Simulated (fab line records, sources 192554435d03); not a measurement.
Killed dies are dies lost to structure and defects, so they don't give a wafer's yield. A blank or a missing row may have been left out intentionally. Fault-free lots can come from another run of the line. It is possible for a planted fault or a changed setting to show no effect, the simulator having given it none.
Chamber matching / flow n5Finfet / aldSin-01 running N5_SPACER0_ALD_08: 4 sister chambers
The step deposits SiNx, target thk 2 nm. 8 wafers are shown with their chamber, then 12 later ones without.

WAFERS, EACH WITH ITS CHAMBER
wafer=L084.5; chamber=2; heaterPowerW (W)=782
wafer=L085.4; chamber=3; heaterPowerW (W)=1112
wafer=L085.6; chamber=3; heaterPowerW (W)=1166
wafer=L088.5; chamber=0; heaterPowerW (W)=742
wafer=L088.6; chamber=1; heaterPowerW (W)=740
wafer=L089.1; chamber=2; heaterPowerW (W)=793
wafer=L089.3; chamber=1; heaterPowerW (W)=752
wafer=L089.4; chamber=0; heaterPowerW (W)=729

WAFERS WITH NO CHAMBER GIVEN
wafer=L090.1; heaterPowerW (W)=1174
wafer=L090.2; heaterPowerW (W)=765
wafer=L090.6; heaterPowerW (W)=1192
wafer=L091.1; heaterPowerW (W)=775
wafer=L091.2; heaterPowerW (W)=1170
wafer=L091.3; heaterPowerW (W)=740
wafer=L093.1; heaterPowerW (W)=753
wafer=L093.2; heaterPowerW (W)=768
wafer=L093.6; heaterPowerW (W)=761
wafer=L095.2; heaterPowerW (W)=749
wafer=L095.3; heaterPowerW (W)=1151
wafer=L095.5; heaterPowerW (W)=1167

WHICH CHAMBER EACH WENT THROUGH
wafer=L090.1; from the rows above=3; in truth=3
wafer=L090.2; from the rows above=can't be placed: 1 or 2 or 0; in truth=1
wafer=L090.6; from the rows above=3; in truth=3
wafer=L091.1; from the rows above=can't be placed: 2 or 1 or 0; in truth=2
wafer=L091.2; from the rows above=3; in truth=3
wafer=L091.3; from the rows above=can't be placed: 0 or 1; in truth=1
wafer=L093.1; from the rows above=can't be placed: 1 or 0 or 2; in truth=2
wafer=L093.2; from the rows above=can't be placed: 2 or 1 or 0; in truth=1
wafer=L093.6; from the rows above=can't be placed: 1 or 0 or 2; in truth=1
wafer=L095.2; from the rows above=can't be placed: 1 or 0 or 2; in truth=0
wafer=L095.3; from the rows above=3; in truth=3
wafer=L095.5; from the rows above=3; in truth=3
Correctly placed: 5 of 12. Not placeable from these rows: 7 (in 7, the candidates include the true chamber). Number placed wrongly: 0.
How it was worked out, from the rows above alone: a wafer's distance from a chamber is the root of the sum, over the readings, of the square of ((its reading less the chamber's mean) divided by the reading's scatter). If the next closest chamber is less than 2 further off than the closest, the wafer can't be placed; otherwise it belongs to the closest. A chamber's mean is the mean of its shown wafers. The scatter: take each reading less its chamber's mean, square it, sum over the shown wafers, divide by the number of wafers less the number of chambers, and take the root.
